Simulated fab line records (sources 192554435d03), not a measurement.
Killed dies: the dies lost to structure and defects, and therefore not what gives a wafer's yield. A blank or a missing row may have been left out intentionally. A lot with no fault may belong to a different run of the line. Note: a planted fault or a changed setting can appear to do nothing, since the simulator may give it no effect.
A struck lot beside a sound one / flow n5-finfet / 20 out of 1938 route steps
Sound: these wafers, L536.1, L536.4, L536.5. Wafers L540.3, L540.4, L540.6 were the ones struck. The cause is given at the end.
Each step with rows lists, per side, the tool, then ch with its chambers, then its first start. Under that, the readings that differ: sound wafers / struck wafers / difference of the means / sigmas: that difference in standard deviations of wafers without a fault.
alike: readings with means less than 2 such deviations apart, plus words and numbers identical on both sides. not compared: withheld readings, readings lacking a value on some wafer, bounds such as >300 that could conceal the same value, and numbers that have no deviation in the record and whose values overlap.
A row with sigmas, a row that says differs or no value, or rows on one side alone: a step with any of these is where the two part. Numbers that have no deviation but don't overlap get no sigmas and don't part them. A reading missing from all wafers of one side parts the sides only when that side holds two or more wafers.

first, 6 steps without rows for these wafers: N5_BEOL_M1_COAT_05 (resist thk 30 nm); N5_BEOL_M1_EBR_07; N5_BEOL_M1_SOFTBAKE_06 (time 60 s); N5_BEOL_M1_EXPOSE_08 (exposes mask M1); N5_BEOL_M1_PEB_09 (peb time 60 s); N5_BEOL_M1_DEVELOP_10 (develop time 30 s).
N5_BEOL_M1_CD_MEAS_11: target cd 17.05 nm.
  sound on cd-sem-01 ch 0, day 6 07:11; struck on cd-sem-03 ch 0, day 7 16:29
  alike: cd-nm
N5_BEOL_M1_OVL_MEAS_12:
  sound on overlay-01 ch 0, day 6 07:14; struck on overlay-02 ch 0, day 7 16:32
reading=M1_OVL (nm); sound=-1.0 0.2 -0.7; struck=1.1 0.9 2.4; difference=+2.0; sigmas=+3
N5_BEOL_M1_INSPECT_13: inspects for defects (brightfield).
  sound on defect-inspect-02 at day 6 07:17; struck on defect-inspect-02 at day 7 16:35
  alike: raw-defect-count
N5_BEOL_M1_DESCUM_16: chemistry O2, time 7 s.
  sound on rie-diel-06 ch 0,2,3, day 6 07:19; struck on rie-diel-01 ch 0,2,3, day 7 16:40
  alike: drypump-motor-current-A, o2-flow-sccm, oes-product-au, rf-vpp-V, showerhead-plenum-p-Torr, throttle-valve-pct
  not compared: rf-hours-counter-h
N5_BEOL_M1_ETCH_74: etches underlayer in N2/H2, target depth 6.5 nm, time 5.2 s.
  sound on rie-diel-06 ch 0,2,3, day 6 07:21; struck on rie-diel-01 ch 0,2,3, day 7 16:43
  alike: drypump-motor-current-A, etch-rf-on-time-s, oes-product-au, rf-fwd-power-W, rf-vpp-V, showerhead-plenum-p-Torr, throttle-valve-pct
  not compared: rf-hours-counter-h
N5_BEOL_M1_ETCH_63: etches SiARC in CF4, target depth 15.6 nm, time 26 s.
  sound on rie-diel-06 ch 0,2,3, day 6 07:22; struck on rie-diel-01 ch 0,2,3, day 7 16:43
  alike: drypump-motor-current-A, etch-rf-on-time-s, oes-product-au, rf-fwd-power-W, rf-vpp-V, showerhead-plenum-p-Torr, throttle-valve-pct
  not compared: rf-hours-counter-h
N5_BEOL_M1_ETCH_64: etches SOC in N2/H2, target depth 75 nm, overetch 15 nm, time 112.5 s.
  sound on rie-diel-06 ch 0,2,3, day 6 07:24; struck on rie-diel-01 ch 0,2,3, day 7 16:45
reading=rf-fwd-power-W (W); sound=835.7 838.7 839.9; struck=635.5 636.6 636.5; difference=-201.9; sigmas=-75
reading=rf-vpp-V (V); sound=520.9 525.1 522.5; struck=568.2 574.0 574.3; difference=+49.3; sigmas=+18
reading=model.SiARC_of_BEOL_M1_COAT_62.thk-nm (nm); sound=6.8 7 6.8; struck=7.4 7.6 7.6; difference=+0.7; sigmas=
reading=model.BEOL_M1.cd-offset-nm (nm); sound=-0.2 -0.2 -0.2; struck=-0.6 -0.4 -0.4; difference=-0.3; sigmas=
  alike: drypump-motor-current-A, oes-product-au, showerhead-plenum-p-Torr, throttle-valve-pct
  not compared: rf-hours-counter-h
then, 2 steps without rows for these wafers: N5_BEOL_M1_STRIP_65 (strips in N2/H2); N5_BEOL_M1_STRIP_75 (strips in N2/H2).
N5_BEOL_M1_STRIP_66: strips in CF4.
  sound on rie-diel-06 ch 0,2,3, day 6 07:31; struck on rie-diel-01 ch 0,2,3, day 7 16:53
  alike: drypump-motor-current-A, oes-product-au, rf-vpp-V, showerhead-plenum-p-Torr, throttle-valve-pct
  not compared: rf-hours-counter-h
N5_BEOL_M1_HM_OPEN_17: chemistry Cl2/BCl3, target TiN, target depth 20 nm, overetch 6 nm.
  sound on rie-metal-01 ch 0,1, day 6 07:34; struck on rie-metal-01 ch 0,1, day 7 16:57
reading=oes-product-au (a.u.); sound=0.60 0.50 0.49; struck=0.59 0.84 0.84; difference=+0.23; sigmas=+3
reading=model.BEOL_M1.cd-offset-nm (nm); sound=-0.2 0 -0.2; struck=-0.6 -0.4 -0.4; difference=-0.3; sigmas=
  alike: bcl3-flow-sccm, drypump-motor-current-A, throttle-valve-pct
  not compared: rf-hours-counter-h
N5_BEOL_M1_STRIP_19: strips in O2.
  sound on rie-diel-02 ch 0,1,2, day 6 07:46; struck on rie-diel-02 ch 0,3, day 7 17:08
  alike: drypump-motor-current-A, o2-flow-sccm, oes-product-au, rf-vpp-V, showerhead-plenum-p-Torr, throttle-valve-pct
  not compared: rf-hours-counter-h
-- record jumps: 2 days separate the struck wafers' starts on either side; left off in module BEOL_M1, taken up again in module BEOL_M4, whose first shown step is the route's number 1111 --
N5_BEOL_M4_RC_MEAS_101:
  sound on prober-01 ch 0, day 7 23:08; struck on prober-02 ch 0, day 9 18:50
  alike: DIBL_N, DIBL_P, IOFF_N, IOFF_P, ION_N, ION_P, SS_N, SS_P, VT_N, VT_P
-- here the record skips 4 days between the struck wafers' starts before and after, leaving off in module BEOL_M4 and picking up in module PASSIVATION (first step shown: number 1936 of the route) --
N5_PASSIVATION_PROBE_49:
  sound on prober-01 at day 12 09:35; struck on prober-02 at day 14 06:50
  alike: defect-limited-yield, killed_at_M0_to_M3, killed_at_M4_up, killed-at-contacts, killed-at-front-end, killed-at-other, killed-dies, killed-open, killed-short, sort_bin_5_function, sort_bin_6_memory, sort-n-pass, sort-yield-pct

== WHERE THEY PART ==
At N5_BEOL_M1_OVL_MEAS_12 first; at N5_BEOL_M1_HM_OPEN_17 last (within this record only). Later steps at which nothing parts them and some readings are alike: N5_BEOL_M1_STRIP_19, N5_BEOL_M4_RC_MEAS_101, N5_PASSIVATION_PROBE_49.

WHY: the cause the simulator had injected
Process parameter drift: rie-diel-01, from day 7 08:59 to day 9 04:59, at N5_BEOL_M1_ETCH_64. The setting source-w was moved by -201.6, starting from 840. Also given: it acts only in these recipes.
